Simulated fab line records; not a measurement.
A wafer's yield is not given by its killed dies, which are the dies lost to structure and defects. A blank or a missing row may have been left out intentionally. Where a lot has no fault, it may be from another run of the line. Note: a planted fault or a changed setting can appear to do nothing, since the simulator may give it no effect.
Chamber matching    flow n5 finfet    N5_BEOL_M5_ALD_86 on ald metal-03 has 4 sister chambers
The step deposits TaN, pulse time 2 s, purge time 3 s, co reactant purge time 2 s. 18 wafers are shown with their chamber, then 9 later ones without.

EACH WAFER AND ITS CHAMBER
wafer   chamber  heater power outer w (W)  heater power w (W)
L076.1  2        250                       449
L076.4  3        201                       358
L076.6  2        248                       437
L075.1  2        243                       426
L075.3  3        201                       356
L075.4  3        208                       355
L078.2  0        238                       449
L078.3  1        195                       378
L078.6  0        236                       446
L082.2  3        197                       360
L082.4  1        195                       369
L082.5  1        192                       368
L085.1  2        250                       450
L085.3  1        191                       369
L085.4  3        197                       357
L091.1  3        205                       367
L091.4  0        243                       442
L091.6  1        196                       369

SIGNATURES (averages over the wafers above)
reading               chamber 0  chamber 1  chamber 2  chamber 3  scatter within a chamber
heater power outer w  239.00     193.80     247.75     201.50     3.52
heater power w        445.67     370.60     440.50     358.83     6.4
Rule: for each reading, subtract the chamber's mean from the wafer's reading, divide by that reading's scatter and square the result; add these up over the readings and take the root, which gives the wafer's distance from the chamber. If the next closest chamber is less than 2 further off than the closest, the wafer can't be placed; otherwise it belongs to the closest. The scatter: take each reading less its chamber's mean, square it, sum over the shown wafers, divide by the number of wafers less the number of chambers, and take the root.

WAFERS MISSING THEIR CHAMBER
wafer   heater power outer w (W)  heater power w (W)
L092.1  242                       440
L092.4  201                       360
L092.5  202                       357
L095.2  236                       451
L095.3  199                       363
L095.4  251                       443
L096.1  245                       448
L096.4  205                       364
L096.5  205                       359

WHICH CHAMBER EACH ONE RAN IN
wafer   from the rows above      in truth
L092.1  can't be placed: 0 or 2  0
L092.4  3                        3
L092.5  3                        3
L095.2  0                        0
L095.3  can't be placed: 3 or 1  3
L095.4  2                        2
L096.1  can't be placed: 2 or 0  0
L096.4  3                        3
L096.5  3                        3
Placed correctly: 6 of 9. Unplaceable from these rows: 3, with the true chamber sitting among the candidates in 3. 0 placed wrongly.
